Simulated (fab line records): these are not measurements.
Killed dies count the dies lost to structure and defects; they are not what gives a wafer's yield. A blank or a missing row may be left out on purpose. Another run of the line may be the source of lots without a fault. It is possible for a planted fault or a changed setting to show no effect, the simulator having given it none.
Which tool was responsible?	flow n5-finfet	9 lots, 27 wafers sampled, at 7 steps of a route of 1938

WHAT THE GAUGES READ, wafer by wafer
N5_BEOL_M9_CD_MEAS_18: pitch 140 nm, target cd 70 nm.
lot	measured	on	cd-nm (nm)
L793	day 10 01:48	cd-sem-01	69.1 69.0 68.7
L795	day 10 08:32	cd-sem-03	70.2 70.0 69.8
L797	day 11 08:12	cd-sem-01	69.7 69.6 69.1
L800	day 12 03:20	cd-sem-01	69.8 69.8 69.9
L803	day 12 18:25	cd-sem-03	70.7 69.6 69.6
L802	day 12 18:58	cd-sem-02	69.6 69.6 69.6
L810	day 14 14:35	cd-sem-02	70.2 68.4 70.5
L813	day 14 19:17	cd-sem-03	68.7 70.3 69.9
L812	day 15 11:40	cd-sem-01	68.7 68.5 68.9

N5_BEOL_M9_OCD_MEAS_38.
lot	measured	on	trench-depth-nm (nm)
L793	day 10 04:07	ocd-01	144 147 151
L795	day 10 12:25	ocd-01	149 150 151
L797	day 11 09:08	ocd-02	148 150 149
L800	day 12 04:22	ocd-02	154 150 150
L803	day 12 21:30	ocd-01	154 154 154
L802	day 12 21:55	ocd-02	155 148 156
L810	day 14 17:17	ocd-01	166 161 166
L813	day 15 00:17	ocd-02	159 168 165
L812	day 15 14:01	ocd-02	151 149 150

N5_BEOL_M9_THK_MEAS_53: measures by xrf.
lot	measured	on	M9_THK (nm)
L793	day 10 07:59	film-metro-02	131 135 138
L795	day 10 16:29	film-metro-02	137 137 138
L797	day 11 12:35	film-metro-02	135 138 136
L800	day 12 06:32	film-metro-01	143 140 138
L803	day 13 01:16	film-metro-01	138 141 140
L802	day 13 02:15	film-metro-01	145 136 145
L810	day 14 21:06	film-metro-01	154 149 152
L813	day 15 02:22	film-metro-01	146 154 152
L812	day 15 18:02	film-metro-01	139 138 138

N5_BEOL_M9_RS_MEAS_57: measures by four-point-probe.
lot	measured	on	M9_RS (ohm/sq)
L793	day 10 08:10	film-metro-01	0.162 0.157 0.153
L795	day 10 16:37	film-metro-02	0.154 0.154 0.152
L797	day 11 12:43	film-metro-01	0.156 0.154 0.156
L800	day 12 06:42	film-metro-02	0.148 0.151 0.153
L803	day 13 01:23	film-metro-01	0.152 0.149 0.150
L802	day 13 02:24	film-metro-01	0.145 0.156 0.145
L810	day 14 21:14	film-metro-01	0.135 0.141 0.137
L813	day 15 02:32	film-metro-02	0.141 0.134 0.137
L812	day 15 18:10	film-metro-02	0.151 0.154 0.152

TOOL THAT RAN EACH LOT (tool first, then ch and the chambers of the sampled wafers, then the start)
lot	N5_BEOL_M9_DESCUM_16	N5_BEOL_M9_VIA_ETCH_34	N5_BEOL_M9_TRENCH_ETCH_37
L793	rie-diel-05 ch 0,2,3, day 10 01:16	rie-diel-05 ch 1,2,3, day 10 03:49	rie-diel-05 ch 1,2,3, day 10 03:56
L795	rie-diel-03 ch 1,2,3, day 10 08:04	rie-diel-05 ch 0,2,3, day 10 12:08	rie-diel-05 ch 0,2,3, day 10 12:14
L797	rie-diel-05 ch 0,1,2, day 11 07:45	rie-diel-05 ch 0,2,3, day 11 08:52	rie-diel-05 ch 0,2,3, day 11 08:58
L800	rie-diel-05 ch 0,2,3, day 12 02:52	rie-diel-03 ch 0,1,2, day 12 04:05	rie-diel-03 ch 0,1,2, day 12 04:11
L803	rie-diel-05 ch 0,3, day 12 17:47	rie-diel-04 ch 0,2, day 12 21:13	rie-diel-04 ch 0,2, day 12 21:19
L802	rie-diel-04 ch 0,1, day 12 18:30	rie-diel-04 ch 0,1, day 12 21:39	rie-diel-04 ch 0,1, day 12 21:45
L810	rie-diel-03 ch 0,1,3, day 14 14:08	rie-diel-04 ch 1,2,3, day 14 16:57	rie-diel-04 ch 1,2,3, day 14 17:03
L813	rie-diel-05 ch 1,2,3, day 14 18:48	rie-diel-04 ch 0,1,2, day 15 00:01	rie-diel-04 ch 0,1,2, day 15 00:07
L812	rie-diel-05 ch 1,2, day 15 11:11	rie-diel-05 ch 0,2,3, day 15 13:44	rie-diel-05 ch 0,2,3, day 15 13:50
- N5_BEOL_M9_DESCUM_16: chemistry O2, time 7.9 s.
- N5_BEOL_M9_VIA_ETCH_34: etches SiCOH lowk in C4F6/O2, target depth 182.4 nm, time 68.4 s.
- N5_BEOL_M9_TRENCH_ETCH_37: etches SiCOH lowk in C4F6/O2, target depth 151.43 nm, time 49 s.

WHAT THE TOOLS THEMSELVES READ (means of the sampled wafers that have a number; where no wafer has one, the mark that the record gives instead)
N5_BEOL_M9_DESCUM_16.
lot	tool	drypump-motor-current-A (A)	oes-product-au (a.u.)	rf-vpp-V (V)	showerhead-plenum-p-Torr (Torr)	throttle-valve-pct (%)
L793	rie-diel-05	5.7	0.72	244.3	2.12	20.57
L795	rie-diel-03	5.3	0.83	244.1	2.14	20.51
L797	rie-diel-05	5.5	0.71	243.8	2.12	20.60
L800	rie-diel-05	5.6	0.71	242.5	2.12	20.59
L803	rie-diel-05	5.8	0.71	244.4	2.15	20.69
L802	rie-diel-04	5.7	0.74	243.7	2.09	20.71
L810	rie-diel-03	5.4	0.76	242.2	2.10	20.70
L813	rie-diel-05	5.5	0.69	242.4	2.07	20.56
L812	rie-diel-05	5.4	0.68	243.2	2.07	20.59

N5_BEOL_M9_VIA_ETCH_34.
lot	tool	drypump-motor-current-A (A)	oes_f_703_au (a.u.)	oes_o_777_au (a.u.)	oes-product-au (a.u.)	rf-fwd-power-W (W)	rf-vpp-V (V)	showerhead-plenum-p-Torr (Torr)	throttle-valve-pct (%)
L793	rie-diel-05	5.6	0.71	0.72	0.72	340.5	659	2.82	20.88
L795	rie-diel-05	5.6	0.73	0.73	0.72	343.1	667	2.86	20.93
L797	rie-diel-05	5.6	0.72	0.73	0.72	343.0	666	2.86	20.94
L800	rie-diel-03	5.2	0.81	0.82	0.82	341.9	670	2.84	20.82
L803	rie-diel-04	6.3	0.80	0.80	0.80	342.0	679	2.90	20.89
L802	rie-diel-04	6.0	0.73	0.74	0.73	340.8	668	2.83	21.11
L810	rie-diel-04	5.7	0.86	0.85	0.86	343.0	658	2.89	20.88
L813	rie-diel-04	6.1	0.79	0.79	0.78	342.0	668	2.89	20.97
L812	rie-diel-05	5.6	0.70	0.71	0.69	343.5	665	2.84	20.98

N5_BEOL_M9_TRENCH_ETCH_37.
lot	tool	drypump-motor-current-A (A)	oes_f_703_au (a.u.)	oes_o_777_au (a.u.)	oes-product-au (a.u.)	rf-fwd-power-W (W)	rf-vpp-V (V)	showerhead-plenum-p-Torr (Torr)	throttle-valve-pct (%)
L793	rie-diel-05	5.5	0.71	0.71	0.72	341.2	660	2.82	20.92
L795	rie-diel-05	5.6	0.73	0.73	0.73	343.3	666	2.86	20.94
L797	rie-diel-05	5.6	0.72	0.73	0.72	341.8	666	2.86	20.95
L800	rie-diel-03	5.2	0.81	0.82	0.82	341.6	669	2.84	20.86
L803	rie-diel-04	6.3	0.80	0.80	0.81	341.1	678	2.90	20.92
L802	rie-diel-04	5.9	0.74	0.73	0.73	341.1	666	2.83	21.15
L810	rie-diel-04	5.7	1.11	1.07	0.91	424.9	591	2.89	20.92
L813	rie-diel-04	6.1	1.02	0.98	0.82	423.8	598	2.89	21.01
L812	rie-diel-05	5.6	0.70	0.71	0.69	341.8	665	2.84	21.00

THE ANSWER, worked out from the rows above alone
Rule: the usual values come from the lots themselves. The widest of any qualifying gaps counts: lots, ordered by their means at a reading, are off when they make up no more than a third of the lots, leave a main group of 4 or more, and stand apart from it by 3 or more times the standard deviation of that group's means. A main group whose means are all the same, to the digits that the tables above print for the reading, isn't used. Also off: a lot with no number at a reading for which 4 or more lots have one. Any other lot the step has rows for is counted as sound. After the gauges, taken in route order, come the tools' own readings; for these a lot's mean is taken, as printed above. At the first step where some lot is off, the reading lying furthest off is the one used; lots without a number count as furthest.
Off at N5_BEOL_M9_OCD_MEAS_38 (trench-depth-nm): L810, L813. Main group: mean 151 nm, sd 2.1.
If a tool, at a process step before that reading, ran all the lots that are off and no sound lot after the first of them, it fits. Not tried: the gauges at N5_BEOL_M9_OCD_MEAS_38; whatever is off there is also off at N5_BEOL_M9_THK_MEAS_53, on other tools, and gauge error can't account for it. One fits: N5_BEOL_M9_VIA_ETCH_34 and N5_BEOL_M9_TRENCH_ETCH_37 on rie-diel-04. At N5_BEOL_M9_VIA_ETCH_34 its last sound lot is L802 (day 12 21:39), its first lot that is off L810 (day 14 16:57): a fault that began between those two fits.

WHAT WAS PUT IN BY THE SIMULATOR
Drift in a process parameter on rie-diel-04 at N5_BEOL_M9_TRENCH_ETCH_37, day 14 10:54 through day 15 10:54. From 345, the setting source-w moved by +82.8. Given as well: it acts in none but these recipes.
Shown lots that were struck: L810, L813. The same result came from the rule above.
